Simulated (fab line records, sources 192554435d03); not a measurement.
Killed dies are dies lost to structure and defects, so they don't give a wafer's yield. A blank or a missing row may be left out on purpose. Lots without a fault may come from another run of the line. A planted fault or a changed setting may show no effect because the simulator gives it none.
Which tool did it? | flow n5_finfet | 11 lots, 31 wafers sampled, at 4 steps of a route of 1938

WHAT THE GAUGES READ, wafer by wafer
N5_BEOL_M8_OVL_MEAS_12. Usual: M8_OVL -0.2 nm, standard deviation 0.77.
lot  | measured     | on         | M8_OVL (nm)    | flag
L986 | day 9 01:44  | overlay-02 | 0.1 0.4 0.5    |
L989 | day 9 21:33  | overlay-02 | -0.7 0.9       |
L991 | day 10 00:22 | overlay-02 | 1.1 -0.6 0.4   |
L992 | day 10 20:43 | overlay-01 | -1.1 0.8 -1.1  |
L994 | day 11 22:52 | overlay-01 | -0.2 0.2 -1.2  |
L997 | day 12 18:07 | overlay-02 | -1.1 -1.3 -1.7 |
L101 | day 13 13:37 | overlay-01 | -0.7 -1.2 -1.3 |
L103 | day 13 16:03 | overlay-02 | -0.6 -0.6      |
L105 | day 14 10:33 | overlay-01 | -0.1 0.5 -1.0  |
L107 | day 15 05:43 | overlay-01 | -1.0 0.3 -0.6  |
L109 | day 15 13:16 | overlay-01 | -1.3 -0.6 -0.9 |

N5_BEOL_M8_CD_MEAS_35: target cd 40 nm. Usual: cd_nm 39.8 nm, standard deviation 0.54.
lot  | measured     | on        | cd_nm (nm)     | flag
L986 | day 9 10:35  | cd_sem-02 | 40.0 39.2 39.7 |
L989 | day 9 23:14  | cd_sem-02 | 39.3 39.1      |
L991 | day 10 01:55 | cd_sem-02 | 40.0 39.3 39.4 |
L992 | day 11 00:08 | cd_sem-03 | 39.6 40.3 40.0 |
L994 | day 12 03:19 | cd_sem-03 | 39.3 38.9 39.5 |
L997 | day 12 22:40 | cd_sem-02 | 39.5 40.5 39.9 |
L101 | day 13 15:26 | cd_sem-03 | 40.4 40.7 40.8 |
L103 | day 13 18:52 | cd_sem-01 | 39.5 40.3      |
L105 | day 14 12:38 | cd_sem-02 | 40.7 39.8 38.5 |
L107 | day 15 08:11 | cd_sem-01 | 39.5 39.9 40.2 |
L109 | day 15 17:15 | cd_sem-01 | 39.6 40.2 39.7 |

WHICH TOOL RAN EACH LOT (tool, then ch and the chambers of the sampled wafers, then the start)
lot  | N5_BEOL_M8_ETCH_61                 | N5_BEOL_M8_ETCH_65
L986 | rie_diel-05 ch 1,2, day 9 02:19    | rie_diel-05 ch 2,3, day 9 10:04
L989 | rie_diel-01 ch 1,3, day 9 21:38    | rie_diel-02 ch 1,3, day 9 22:41
L991 | rie_diel-01 ch 0,3, day 10 00:28   | rie_diel-05 ch 1,2,3, day 10 01:23
L992 | rie_diel-02 ch 0,1,2, day 10 20:49 | rie_diel-05 ch 0,3, day 10 23:37
L994 | rie_diel-05 ch 0,1, day 11 23:05   | rie_diel-05 ch 0,1,2, day 12 02:47
L997 | rie_diel-01 ch 1,3, day 12 18:13   | rie_diel-05 ch 0,1,3, day 12 22:08
L101 | rie_diel-05 ch 1,3, day 13 13:43   | rie_diel-05 ch 1,2, day 13 14:55
L103 | rie_diel-05 ch 1,2, day 13 16:08   | rie_diel-05 ch 1,2, day 13 18:20
L105 | rie_diel-02 ch 0,1,2, day 14 10:39 | rie_diel-02 ch 0,1, day 14 12:07
L107 | rie_diel-02 ch 0,3, day 15 06:15   | rie_diel-01 ch 0,1, day 15 07:39
L109 | rie_diel-05 ch 1,2, day 15 13:39   | rie_diel-02 ch 0,2, day 15 16:33
- N5_BEOL_M8_ETCH_61: etches SiARC in CF4, target depth 45.5 nm, time 75.8 s.
- N5_BEOL_M8_ETCH_65: etches SiARC in CF4, target depth 15.6 nm, time 26 s.

WHAT THE TOOLS THEMSELVES READ (means of the sampled wafers that have a number; where no wafer has one, the mark that the record gives instead)
N5_BEOL_M8_ETCH_61. Usual: cf4_flow_sccm 100.0 sccm, standard deviation 0.31; drypump_motor_current_A 5.9 A, standard deviation 0.51; etch_rf_on_time_s 75.4 s, standard deviation 1.7; oes_product_au 0.69 a.u., standard deviation 0.082; rf_fwd_power_W 539.4 W, standard deviation 2.3; rf_vpp_V 184.4 V, standard deviation 1.1; showerhead_plenum_p_Torr 2.16 Torr, standard deviation 0.068; throttle_valve_pct 15.61 %, standard deviation 0.16.
lot  | tool        | cf4_flow_sccm (sccm) | drypump_motor_current_A (A) | etch_rf_on_time_s (s) | oes_product_au (a.u.) | rf_fwd_power_W (W) | rf_vpp_V (V) | showerhead_plenum_p_Torr (Torr) | throttle_valve_pct (%) | flag
L986 | rie_diel-05 | 100.0                | 6.0                         | 75.0                  | 0.70                  | 540.8              | 183.4        | 2.12                            | 15.52                  |
L989 | rie_diel-01 | 100.2                | 6.2                         | 77.2                  | 0.68                  | 542.0              | 184.2        | 2.16                            | 15.84                  |
L991 | rie_diel-01 | 100.0                | 5.8                         | 73.4                  | 0.79                  | 539.0              | 184.3        | 2.22                            | 15.54                  |
L992 | rie_diel-02 | 99.9                 | 5.9                         | 75.1                  | 0.66                  | 540.2              | 184.4        | 2.14                            | 15.61                  |
L994 | rie_diel-05 | 100.3                | 5.8                         | 74.3                  | 0.73                  | 537.0              | 183.6        | 2.11                            | 15.47                  |
L997 | rie_diel-01 | 100.1                | 6.1                         | 73.6                  | 0.77                  | 540.1              | 183.9        | 2.16                            | 15.64                  |
L101 | rie_diel-05 | 99.9                 | 6.0                         | 76.9                  | 0.62                  | 540.3              | 184.4        | 2.17                            | 15.66                  |
L103 | rie_diel-05 | 99.7                 | 5.9                         | 76.6                  | 0.68                  | 540.0              | 183.1        | 2.11                            | 15.57                  |
L105 | rie_diel-02 | 100.0                | 5.9                         | 75.2                  | 0.64                  | 539.9              | 183.8        | 2.13                            | 15.66                  |
L107 | rie_diel-02 | 100.0                | 6.4                         | 75.7                  | 0.61                  | 541.5              | 183.2        | 2.09                            | 15.68                  |
L109 | rie_diel-05 | 99.4                 | 6.0                         | 74.2                  | 0.82                  | 540.4              | 183.5        | 2.11                            | 15.33                  |

N5_BEOL_M8_ETCH_65. Usual: cf4_flow_sccm 100.01 sccm, standard deviation 0.3; drypump_motor_current_A 5.8 A, standard deviation 0.41; etch_rf_on_time_s 25.9 s, standard deviation 0.49; oes_product_au 0.70 a.u., standard deviation 0.077; rf_fwd_power_W 532.2 W, standard deviation 2.4; rf_vpp_V 184.4 V, standard deviation 1.3; showerhead_plenum_p_Torr 2.16 Torr, standard deviation 0.069; throttle_valve_pct 15.57 %, standard deviation 0.12.
lot  | tool        | cf4_flow_sccm (sccm) | drypump_motor_current_A (A) | etch_rf_on_time_s (s) | oes_product_au (a.u.) | rf_fwd_power_W (W) | rf_vpp_V (V) | showerhead_plenum_p_Torr (Torr) | throttle_valve_pct (%) | flag
L986 | rie_diel-05 | 99.85                | 5.6                         | 26.1                  | 0.80                  | 530.6              | 184.8        | 2.16                            | 15.45                  |
L989 | rie_diel-02 | 100.34               | 6.0                         | 25.4                  | 0.62                  | 530.6              | 184.6        | 2.12                            | 15.66                  |
L991 | rie_diel-05 | 100.04               | 5.8                         | 26.1                  | 0.71                  | 532.7              | 184.1        | 2.17                            | 15.53                  |
L992 | rie_diel-05 | 99.61                | 5.6                         | 25.8                  | 0.78                  | 529.9              | 184.5        | 2.16                            | 15.45                  |
L994 | rie_diel-05 | 100.22               | 5.8                         | 26.0                  | 0.73                  | 531.0              | 182.9        | 2.11                            | 15.48                  |
L997 | rie_diel-05 | 100.23               | 5.8                         | 26.1                  | 0.68                  | 533.2              | 183.9        | 2.16                            | 15.57                  |
L101 | rie_diel-05 | 99.68                | 5.9                         | 22.9                  | 0.77                  | 619.2              | 175.0        | 2.11                            | 15.54                  | OFF
L103 | rie_diel-05 | 99.88                | 6.0                         | 23.8                  | 0.72                  | 600.3              | 177.2        | 2.11                            | 15.56                  | OFF
L105 | rie_diel-02 | 100.16               | 5.6                         | 25.4                  | 0.61                  | 531.6              | 183.4        | 2.09                            | 15.75                  |
L107 | rie_diel-01 | 99.82                | 5.9                         | 25.9                  | 0.75                  | 532.5              | 184.9        | 2.21                            | 15.64                  |
L109 | rie_diel-02 | 99.77                | 6.1                         | 25.8                  | 0.65                  | 530.8              | 184.1        | 2.11                            | 15.63                  |

THE ANSWER, worked out from the rows above alone
Rule: a lot is off if the mean of its wafers that have a number lies more than 3 standard deviations from the usual mean. A lot without any number at a reading at which 4 lots or more have one is off too. The other lots that the step has rows for count as sound. The gauges are gone through in route order, then the tools' own readings, and for those a lot's mean is taken as printed above. The first step at which some lot is off is used, and at that step the reading that is off furthest; a lot without a number counts as furthest.
Off: L101, L103, at N5_BEOL_M8_ETCH_65 (rf_fwd_power_W).
A tool fits if, at that step or a process step before it, it ran every lot that is off, and no sound lot after the first of them. One fits: rie_diel-05 at N5_BEOL_M8_ETCH_65. Its last sound lot is L997 (day 12 22:08), its first lot that is off L101 (day 13 14:55): a fault that began between those two fits.
The tool's own readings at N5_BEOL_M8_ETCH_65 bear it out: on the lots that are off they differ by more than 5 times the standard deviation of the sound lots' means. etch_rf_on_time_s reads 23.4 s there against 25.8 s on the sound lots; rf_fwd_power_W reads 609.8 W there against 531.4 W on the sound lots; rf_vpp_V reads 176.1 V there against 184.1 V on the sound lots.

WHAT THE SIMULATOR HAD PUT IN
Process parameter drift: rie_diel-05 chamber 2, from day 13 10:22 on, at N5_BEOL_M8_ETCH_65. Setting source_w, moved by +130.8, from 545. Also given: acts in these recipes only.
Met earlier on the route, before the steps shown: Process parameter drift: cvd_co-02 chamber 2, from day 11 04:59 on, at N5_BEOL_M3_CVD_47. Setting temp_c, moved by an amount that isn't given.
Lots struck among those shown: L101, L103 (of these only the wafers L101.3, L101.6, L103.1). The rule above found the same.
